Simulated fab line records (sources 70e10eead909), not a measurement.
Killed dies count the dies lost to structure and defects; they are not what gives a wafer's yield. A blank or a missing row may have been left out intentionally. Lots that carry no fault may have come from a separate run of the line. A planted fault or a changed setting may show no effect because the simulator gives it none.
Struck lot and sound lot, side by side	flow nand_harc	38 steps out of a route of 1302
Sound: these wafers, L926.1, L926.2, L926.4. Struck: wafers L935.3, L935.4, L935.5. Last of all comes the cause.
Order at every step that has rows: each side's tool, ch and its chambers, its first start. Under that, the readings that differ: sound wafers	struck wafers	difference of the means	sigmas: that difference in standard deviations of wafers without a fault.
alike: readings with means less than 2 such deviations apart, plus words and numbers identical on both sides. not compared: withheld readings, readings lacking a value on some wafer, bounds such as >300 that could conceal the same value, and numbers that have no deviation in the record and whose values overlap.
The two part at a step that has a row with sigmas, a row that says differs or no value, or rows on one side only. Numbers that have no deviation but don't overlap get no sigmas and don't part them. A reading missing from all wafers of one side parts the sides only when that side holds two or more wafers.

first, 2 steps without rows for these wafers: NHARC_P_STI_SRD_39; NHARC_P_STI_OXIDE_40 (material SiO2, target thk 10 nm, ox time 1362 s).
NHARC_P_STI_INSPECT_25:
  sound on defect_inspect-02 at day 4 01:52; struck on defect_inspect-02 at day 7 20:36
  alike: raw_defect_count
then, 9 steps without rows for these wafers: NHARC_P_GATE_ETCH_69 (etches SiO2 in dHF, target depth 14 nm); NHARC_P_GATE_PRECLEAN_70 (cleans in SC1); NHARC_P_GATE_SRD_01; NHARC_P_GATE_OXIDE_02 (material SiO2, target thk 37.5 nm, ox time 365 s); NHARC_P_GATE_DEHYDRATE_03 (time 120 s); NHARC_P_GATE_HMDS_04 (time 30 s); NHARC_P_GATE_COAT_05; NHARC_P_GATE_SOFTBAKE_06 (time 95 s); NHARC_P_GATE_EBR_07.
NHARC_P_GATE_EXPOSE_08: exposes mask P HV.
  sound on krf_scanner-02 ch 0, day 4 10:08; struck on krf_scanner-01, day 8 04:47
  no value came back on the struck wafers for exposure_dose_mJ_cm2, focus_offset_nm (nm); on the sound wafers exposure_dose_mJ_cm2 reads 16.778 16.772 16.748
  alike: mask
then, 2 steps without rows for these wafers: NHARC_P_GATE_PEB_09 (peb time 85 s); NHARC_P_GATE_DEVELOP_10 (time 70 s).
NHARC_P_GATE_CD_MEAS_11 targets a cd of 1640 nm.
  sound on cd_sem-02 ch 0, day 4 10:18; struck on cd_sem-02 ch 0, day 8 04:56
reading	sound	struck	difference	sigmas
cd_nm (nm)	1641.2 1642.9 1639.6	- - -	no value on the struck wafers	
then, 1 step without rows for these wafers: NHARC_P_GATE_HARDBAKE_12 (time 80 s).
NHARC_P_GATE_DESCUM_13: chemistry O2, time 3 s.
  sound on rie_diel-12 ch 0,1,2, day 4 10:28; struck on rie_diel-06 ch 0,1,3, day 8 05:06
reading	sound	struck	difference	sigmas
oes_product_au (a.u.)	1.009 1.015 0.998	0.989 0.987 1.003	-0.014	-2
  alike: drypump_motor_current_A, rf_vpp_V, showerhead_plenum_p_Torr, throttle_valve_pct
  not compared: rf_hours_counter_h
then, 6 steps without rows for these wafers: NHARC_P_GATE_ETCH_14 (etches SiO2 in dHF, target depth 48.8 nm); NHARC_P_GATE_STRIP_15 (strips in SPM, time 780 s); NHARC_P_GATE_PRECLEAN_71 (cleans in SC1); NHARC_P_GATE_SRD_72; NHARC_P_GATE_OXIDE_16 (material SiO2, target thk 3 nm, ox time 392 s); NHARC_P_GATE_CVD_17 (deposits poly-Si, target thk 150 nm, time 900 s).
NHARC_P_GATE_HM_DEP_102: deposits aC, target thk 120 nm.
  sound on acl_dep-02 ch 0, day 4 23:49; struck on acl_dep-01 ch 0, day 8 19:30
  alike: throttle_valve_pct
NHARC_P_GATE_DEP_103: deposits SiON, target thk 30 nm.
  sound on pecvd-01 ch 0,1,2, day 5 00:29; struck on pecvd-02 ch 0,2, day 8 19:58
  alike: heater_power_outer_w, heater_power_w
then, 8 steps without rows for these wafers: NHARC_P_GATE_DEHYDRATE_18 (time 120 s); NHARC_P_GATE_HMDS_19 (time 30 s); NHARC_P_GATE_COAT_20 (resist thk 90 nm); NHARC_P_GATE_SOFTBAKE_21 (time 55 s); NHARC_P_GATE_EBR_22; NHARC_P_GATE_EXPOSE_23 (exposes mask P GATE, target cd 120 nm); NHARC_P_GATE_PEB_24 (peb time 65 s); NHARC_P_GATE_DEVELOP_25 (develop time 35 s).
NHARC_P_GATE_CD_MEAS_26 targets a cd of 120 nm.
  sound on cd_sem-03 ch 0, day 5 01:02; struck on cd_sem-03 ch 0, day 8 20:31
  alike: cd_nm
NHARC_P_GATE_OVL_MEAS_27:
  sound on overlay-01 at day 5 01:08; struck on overlay-02 at day 8 20:36
reading	sound	struck	difference	sigmas
overlay_x_nm (nm)	-2.0 -2.2 -1.6	0.8 1.7 0.9	+3.1	+3
  alike: overlay_y_nm
NHARC_P_GATE_INSPECT_28:
  sound on defect_inspect-01 at day 5 01:10; struck on defect_inspect-02 at day 8 20:48
reading	sound	struck	difference	sigmas
raw_defect_count	7 6 12	1074 1090 1079	+1073	+99 or more
  not compared: hold
after that, 1 step had no rows for these wafers: NHARC_END_SORT_01.

## WHERE THEY PART
At NHARC_P_GATE_EXPOSE_08 first; at NHARC_P_GATE_INSPECT_28 last (within this record only).

WHY: the cause the simulator had injected
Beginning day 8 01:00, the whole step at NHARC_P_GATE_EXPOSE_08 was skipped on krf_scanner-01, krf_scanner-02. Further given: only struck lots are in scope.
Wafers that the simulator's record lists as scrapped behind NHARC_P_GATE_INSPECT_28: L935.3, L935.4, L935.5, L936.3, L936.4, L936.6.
